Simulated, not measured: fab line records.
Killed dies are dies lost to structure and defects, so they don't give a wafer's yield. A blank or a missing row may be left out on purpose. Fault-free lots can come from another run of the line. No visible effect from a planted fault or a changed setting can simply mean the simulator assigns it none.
Chamber matching + flow nand_harc + 4 sister chambers for NHARC_A_STAIRCASE_DESCUM_291 on rie_diel-11
The step chemistry O2, time 3 s. 7 wafers are shown with their chamber, then 7 later ones without.

== WAFERS WITH THEIR CHAMBER ==
| wafer  | chamber | showerhead_plenum_p_Torr (Torr) | oes_product_au (a.u.) |
|--------|---------|---------------------------------|-----------------------|
| L079.1 | 3       | 1.82                            | 1.001                 |
| L078.2 | 2       | 1.84                            | 1.006                 |
| L078.6 | 0       | 1.96                            | 0.981                 |
| L081.5 | 0       | 1.96                            | 0.973                 |
| L081.6 | 1       | 1.80                            | 0.985                 |
| L085.2 | 2       | 1.83                            | 0.994                 |
| L085.3 | 1       | 1.80                            | 1.005                 |

== WAFERS WITHOUT THEIR CHAMBER ==
| wafer  | showerhead_plenum_p_Torr (Torr) | oes_product_au (a.u.) |
|--------|---------------------------------|-----------------------|
| L085.4 | 1.95                            | 0.990                 |
| L095.1 | 1.81                            | 1.001                 |
| L095.3 | 1.95                            | 1.002                 |
| L095.5 | 1.95                            | 0.997                 |
| L095.2 | 1.79                            | 0.987                 |
| L095.4 | 1.82                            | 0.995                 |
| L095.6 | 1.81                            | 1.012                 |

== WHICH CHAMBER EACH ONE RAN IN ==
| wafer  | from the rows above     | in truth                   |
|--------|-------------------------|----------------------------|
| L085.4 | 0                       | 0                          |
| L095.1 | can't be placed: 3 or 1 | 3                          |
| L095.3 | 0                       | 0                          |
| L095.5 | 0                       | 0                          |
| L095.2 | 1                       | 1                          |
| L095.4 | 3                       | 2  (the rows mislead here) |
| L095.6 | can't be placed: 3 or 1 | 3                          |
4 of 7 placed correctly. These rows do not allow placing 2 (true chamber among the candidates in 2). Wrongly placed: 1.
How it was worked out, from the rows above alone: a wafer's distance from a chamber is the root of the sum, over the readings, of the square of ((its reading less the chamber's mean) divided by the reading's scatter). The wafer belongs to the nearest chamber; if the next one is less than 2 further off, it can't be placed. The mean given for a chamber averages the wafers shown for that chamber. How the scatter is found: for the shown wafers, subtract from each reading the mean of its chamber, square and add these, divide the total by (wafers less chambers), then take the root.
